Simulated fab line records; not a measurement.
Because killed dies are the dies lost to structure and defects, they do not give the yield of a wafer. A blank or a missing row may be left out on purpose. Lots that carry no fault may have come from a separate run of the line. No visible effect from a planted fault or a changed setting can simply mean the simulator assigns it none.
Split-lot experiment ; flow n5Finfet ; 7 lots, 39 wafers read, on a route of 1938 steps

== ABOUT THE SPLIT ==
At N5_DUMMY_GATE_ETCH_37 (etches SOC in N2/H2, target depth 60 nm, overetch 30 nm), the setting sourceW was moved away from the recipe's 840 W on 15 of the 39 wafers read, by -16.1% to +14.0%. For the rest of the wafers, this setting stayed at what the recipe calls for.

The split's own step is where the reading is taken.

== THE READING ==
rfVppV, in V, at N5_DUMMY_GATE_ETCH_37 (etches SOC in N2/H2, target depth 60 nm, overetch 30 nm). Typical for fault-free wafers on this fab line: 524.3 V, with standard deviation 2 V.

wafer;tool, chamber at the split;sourceW as run, W;against the recipe;rfVppV, V;against lot-mates on the recipe
L077.1;rieDiel-04, 1;840;recipe;521.9;-
L077.2;rieDiel-04, 3;957.4;+14.0%;504.7;-19.0
L077.3;rieDiel-04, 2;840;recipe;527.8;-
L077.4;rieDiel-04, 0;840;recipe;521.5;-
L077.5;rieDiel-04, 2;957.4;+14.0%;503.5;-20.2
L077.6;rieDiel-04, 3;957.4;+14.0%;503.7;-20.0
L083.1;rieDiel-04, 1;770.3;-8.3%;536.3;+10.6
L083.2;rieDiel-04, 0;770.3;-8.3%;538.5;+12.8
L083.3;rieDiel-04, 2;840;recipe;527.3;-
L083.4;rieDiel-04, 3;770.3;-8.3%;541.7;+16.0
L083.5;rieDiel-04, 3;840;recipe;526.5;-
L083.6;rieDiel-04, 0;840;recipe;523.2;-
L084.1;rieDiel-02, 1;840;recipe;525.8;-
L084.2;rieDiel-02, 0;840;recipe;524.1;-
L084.3;rieDiel-02, 2;704.9;-16.1%;554.9;+29.9
L084.4;rieDiel-02, 3;704.9;-16.1%;555.6;+30.6
L084.5;rieDiel-02, 3;840;recipe;525.2;-
L084.6;rieDiel-02, 0;704.9;-16.1%;556.7;+31.7
L090.1;rieDiel-06, 2;901.2;+7.3%;510.7;-13.7
L090.2;rieDiel-06, 3;840;recipe;520.9;-
L090.3;rieDiel-06, 0;840;recipe;525.8;-
L090.4;rieDiel-06, 1;901.2;+7.3%;512.8;-11.6
L090.5;rieDiel-06, 3;901.2;+7.3%;509.2;-15.2
L090.6;rieDiel-06, 0;840;recipe;526.5;-
L091.1;rieDiel-06, 3;840;recipe;521.2;-
L091.2;rieDiel-06, 1;911.8;+8.5%;509.5;-15.0
L091.3;rieDiel-06, 2;911.8;+8.5%;508.9;-15.6
L091.4;rieDiel-06, 0;840;recipe;525.8;-
L091.5;rieDiel-06, 0;840;recipe;526.4;-
L091.6;rieDiel-06, 1;911.8;+8.5%;509.2;-15.3
L096.1;rieDiel-02, 2;840;recipe;524.1;-
L096.3;rieDiel-02, 0;840;recipe;524.7;-
L096.5;rieDiel-02, 0;840;recipe;525.9;-
L097.1;rieDiel-02, 3;840;recipe;524.2;-
L097.2;rieDiel-02, 2;840;recipe;523.0;-
L097.3;rieDiel-02, 1;840;recipe;524.6;-
L097.4;rieDiel-02, 0;840;recipe;524.9;-
L097.5;rieDiel-02, 0;840;recipe;525.1;-
L097.6;rieDiel-02, 1;840;recipe;525.3;-

FIT RESULTS
A straight line over all 39 wafers: rfVppV changes by -1.76 V for each +1% of sourceW; r = -0.99; the points scatter about the line by 2.2 V.
The same after taking each lot's own level away (the mean of its wafers on the recipe; 39 wafers): -1.71 V for each +1%; r = -0.98; scatter 2.2 V.
That fit puts the effect of the largest move of sourceW on the reading at 28 V.
Measured against the standard deviation above, the lots' own levels, which go from 523.73 to 525.67 V, span 1.0 times it.
So the lot-to-lot level changes the slope little: the two slopes agree.
Check: with one of the wafers moved furthest among these (-16.1%) left out of the fit, the line predicts +27.5 V for it against its lot-mates. Against them it came out at +29.9 V.
Tool readings at the split's step, against how far the setting was moved: rfVppV r = -0.99.

== OTHER SPLITS ON THESE WAFERS ==
Other splits were also applied to these wafers ahead of the reading. Each is held against what the fit with the lots' levels taken away leaves over:
other split on the same wafers;wafers away from the commonest value;r with rfVppV (lot level and that fit taken away)
N5_DUMMY_GATE_EXPOSE_12 doseMj;12;+0.11

== THE FILE'S OWN FIT ==
rfVppV changes by -1.71 V for each +1% of sourceW, r = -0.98.
